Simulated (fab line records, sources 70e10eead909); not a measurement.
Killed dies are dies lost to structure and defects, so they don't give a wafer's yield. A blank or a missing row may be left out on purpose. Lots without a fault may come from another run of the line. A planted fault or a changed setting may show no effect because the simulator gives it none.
A struck lot beside a sound one | flow nand_harc | 13 steps out of a route of 1159
Sound: wafers L260.4, L260.5, L260.6. Struck: wafer L265.2. (L265.3, L265.6 of the same lot were not struck and are left out.) The cause comes at the end.
At each step with rows: each side's tool, then ch and its chambers, then its first start. Under that, the readings that differ: sound wafers | struck wafers | difference of the means | sigmas: that difference in standard deviations of wafers without a fault.
alike: readings whose means differ by less than 2 such deviations, and words and numbers that are the same on both sides. not compared: withheld readings, readings that some wafer has no value for, bounds like >300 that may hide the same value, and numbers for which the record gives no deviation and whose values overlap.
The two part at a step that has a row with sigmas, a row that says differs or no value, or rows on one side only. Numbers that don't overlap but have no deviation are shown without sigmas and don't part them. A reading that every wafer of one side lacks parts them only if that side has two wafers or more.

first, 2 steps without rows for these wafers: NHARC_A_ONON_D1_ANNEAL_15 (time 3600 s); NHARC_A_ONON_D1_DEP_16 (target thk 1000 nm).
NHARC_A_ONON_D1_THK_MEAS_18: measures by ellipsometry.
  sound on film_metro-02, day 10 08:47; struck on film_metro-02, day 11 22:05
  alike: thk_nm
then, 1 step without rows for these wafers: NHARC_A_ONON_D1_DEP_19 (target thk 1000 nm).
NHARC_A_ONON_D1_THK_MEAS_21: measures by ellipsometry.
  sound on film_metro-02, day 10 09:21; struck on film_metro-01, day 11 22:39
  reading     | sound       | struck | difference | sigmas
  thk_nm (nm) | 990 992 991 | 1008   | +17        | +2
then, 1 step without rows for these wafers: NHARC_A_ONON_D1_DEP_22 (target thk 1000 nm).
NHARC_A_ONON_D1_THK_MEAS_24: measures by ellipsometry.
  sound on film_metro-02, day 10 09:55; struck on film_metro-01, day 11 23:13
  reading     | sound          | struck | difference | sigmas
  thk_nm (nm) | 1012 1014 1012 | 984    | -29        | -3
then, 1 step without rows for these wafers: NHARC_A_ONON_D1_DEP_25 (target thk 1000 nm).
NHARC_A_ONON_D1_THK_MEAS_27: measures by ellipsometry.
  sound on film_metro-02, day 10 10:29; struck on film_metro-02, day 11 23:47
  alike: thk_nm
then, 1 step without rows for these wafers: NHARC_A_ONON_D1_DEP_28 (target thk 1000 nm).
NHARC_A_ONON_D1_THK_MEAS_30: measures by ellipsometry.
  sound on film_metro-02, day 10 11:03; struck on film_metro-01, day 12 00:22
  alike: thk_nm
NHARC_A_ONON_D1_DEP_33: deposits SiO2, target thk 200 nm.
  sound on pecvd-03 ch 0,1,2, day 10 11:14; struck on pecvd-03 ch 2, day 12 00:25
  reading                  | sound             | struck | difference | sigmas
  heater_power_outer_w (W) | 280 349 288       | 142    | -164       | -4
  heater_power_w (W)       | 494 599 537       | 310    | -233       | -4
  rf_fwd_power_W (W)       | 896.6 899.9 894.5 | 1260.2 | +363.2     | +99 or more
  alike: throttle_valve_pct
NHARC_A_ONON_D1_THK_MEAS_34: measures by ellipsometry.
  sound on film_metro-01, day 10 11:31; struck on film_metro-01, day 12 00:50
  reading     | sound             | struck | difference | sigmas
  thk_nm (nm) | 199.8 204.1 200.3 | 217.3  | +15.9      | +6

WHERE THEY PART
First at NHARC_A_ONON_D1_THK_MEAS_21; last, within this record, at NHARC_A_ONON_D1_THK_MEAS_34.

WHY: what the simulator had put in
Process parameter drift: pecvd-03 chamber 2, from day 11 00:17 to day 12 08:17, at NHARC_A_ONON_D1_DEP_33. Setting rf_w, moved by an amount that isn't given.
